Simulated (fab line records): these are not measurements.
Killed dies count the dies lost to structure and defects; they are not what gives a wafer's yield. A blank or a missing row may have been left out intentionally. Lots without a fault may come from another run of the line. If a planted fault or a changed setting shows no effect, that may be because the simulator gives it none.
Comparing a struck lot with a sound one | flow nand-harc | 23 out of 1159 route steps
Sound: the wafers L569.3, L569.4, L569.5. Struck: wafers L570.1, L570.3, L570.5. The cause is named last.
Each step with rows lists, per side, the tool, then ch with its chambers, then its first start. Under that, the readings that differ: sound wafers | struck wafers | difference of the means | sigmas: that difference in standard deviations of wafers without a fault.
alike: same words and numbers on both sides, and readings whose means sit less than 2 such deviations apart. not compared: any withheld reading, any reading some wafer has no value for, any bound like >300 that may hide the same value, and any number with overlapping values for which the record gives no deviation.
Wherever a step has rows on one side only, a row that says differs or no value, or a row with sigmas, the two part there. Numbers that don't overlap but have no deviation are shown without sigmas and don't part them. Lack of a reading on every wafer of one side parts them only where that side has two or more wafers.

NHARC_A_BLC_CVD_24: deposits W, target thk 150 nm, time 434 s.
  sound on cvd-w-01 ch 0,1; struck on cvd-w-02 ch 0,1
  reading            | sound       | struck      | difference | sigmas
  heater-power-w (W) | 503 499 502 | 469 450 444 | -47        | -2
  alike: chamber-pressure-Torr, throttle-valve-pct
NHARC_A_BLC_CMP_25: polishes, t overpolish 30 s, target thk 150 nm.
  sound on cmp-01 ch 1,2,3, day 18 19:49; struck on cmp-04 ch 0,2, day 20 02:21
  alike: motor-current-A, overpolish-run-s, slurry-flow-ml-min, time-to-endpoint-s
  not compared: pad-life-wafers
following that, these wafers have no rows for 1 step: NHARC_A_BLC_SRD_27.
NHARC_A_BLC_INSPECT_28:
  sound on defect-inspect-01 at day 18 20:10; struck on defect-inspect-02 at day 20 02:44
  alike: raw-defect-count
then, 7 steps without rows for these wafers: NHARC_A_M0_DEP_00 (deposits SiOC, target thk 150 nm); NHARC_A_M0_DEHYDRATE_01 (time 120 s); NHARC_A_M0_HMDS_02 (time 30 s); NHARC_A_M0_COAT_33 (time 65 s); NHARC_A_M0_COAT_03 (resist thk 90 nm); NHARC_A_M0_SOFTBAKE_04 (time 55 s); NHARC_A_M0_EBR_05.
NHARC_A_M0_EXPOSE_06: exposes mask A M0, target cd 80 nm.
  sound on arfi-scanner-01 ch 0, day 18 21:00; struck on arfi-scanner-02 ch 0, day 20 03:29
  reading              | sound          | struck            | difference | sigmas
  exposure-dose-mJ-cm2 | 83.3 83.2 83.1 | 108.8 108.8 108.8 | +25.6      | +37
  alike: mask
then, 2 steps without rows for these wafers: NHARC_A_M0_PEB_07 (peb time 65 s); NHARC_A_M0_DEVELOP_08 (develop time 35 s).
NHARC_A_M0_CD_MEAS_09: the cd target is 80 nm.
  sound on cd-sem-03 ch 0, day 18 21:08; struck on cd-sem-03 ch 0, day 20 03:37
  reading    | sound          | struck         | difference | sigmas
  cd-nm (nm) | 81.3 81.5 81.4 | 96.6 96.5 96.0 | +15.0      | +21
NHARC_A_M0_OVL_MEAS_10: pitch 160 nm.
  sound on overlay-02 at day 18 21:13; struck on overlay-01 at day 20 03:43
  alike: overlay-x-nm, overlay-y-nm
NHARC_A_M0_INSPECT_11:
  sound on defect-inspect-02 at day 18 21:15; struck on defect-inspect-01 at day 20 03:45
  alike: raw-defect-count
NHARC_A_M0_DESCUM_14: chemistry O2, time 3 s.
  sound on rie-diel-05 ch 1,3, day 18 21:19; struck on rie-diel-05 ch 0,1,3, day 20 03:49
  reading               | sound             | struck            | difference | sigmas
  model.A_M0.cd-nm (nm) | 81.78 81.29 82.06 | 96.14 96.64 96.35 | +14.67     |
  alike: drypump-motor-current-A, oes-product-au, rf-vpp-V, showerhead-plenum-p-Torr, throttle-valve-pct
  not compared: rf-hours-counter-h
NHARC_A_M0_ETCH_34: etches the open film in N2/H2, target depth 40 nm, overetch 12 nm, time 43.94 s.
  sound on rie-diel-05 ch 2,3, day 18 21:24; struck on rie-diel-05 ch 2,3, day 20 03:54
  alike: drypump-motor-current-A, h2-flow-sccm, oes-product-au, rf-vpp-V, showerhead-plenum-p-Torr, throttle-valve-pct
  not compared: rf-hours-counter-h
NHARC_A_M0_ETCH_15: etches the open film in C4F8/Ar, target depth 150 nm, overetch 15 nm, time 82.5 s.
  sound on rie-diel-05 ch 0,1,3; struck on rie-diel-05 ch 0,1,3
  reading               | sound             | struck            | difference | sigmas
  model.A_M0.cd-nm (nm) | 81.68 81.77 82.16 | 96.19 96.48 96.25 | +14.44     |
  alike: oes-product-au, rf-vpp-V
  not compared: rf-hours-counter-h
NHARC_A_M0_CD_MEAS_16:
  sound on cd-sem-03 at day 18 21:37; struck on cd-sem-02 at day 20 04:07
  reading    | sound          | struck         | difference | sigmas
  cd-nm (nm) | 82.0 82.1 82.4 | 96.4 96.4 96.3 | +14.2      | +15
NHARC_A_M0_STRIP_18: strips in N2/H2.
  sound on rie-diel-06 ch 0,2, day 18 21:41; struck on rie-diel-07 ch 0,1, day 20 04:11
  alike: drypump-motor-current-A, h2-flow-sccm, oes-product-au, rf-vpp-V, showerhead-plenum-p-Torr, throttle-valve-pct
  not compared: rf-hours-counter-h
NHARC_END_SORT_01:
  only the struck wafers appear in the record here, on prober-01 ch 0 at day 21 15:29; the sound ones have no rows

## WHERE THEY PART
Earliest at NHARC_A_BLC_CVD_24; latest, in this record, at NHARC_END_SORT_01.

WHY: what the simulator had put in
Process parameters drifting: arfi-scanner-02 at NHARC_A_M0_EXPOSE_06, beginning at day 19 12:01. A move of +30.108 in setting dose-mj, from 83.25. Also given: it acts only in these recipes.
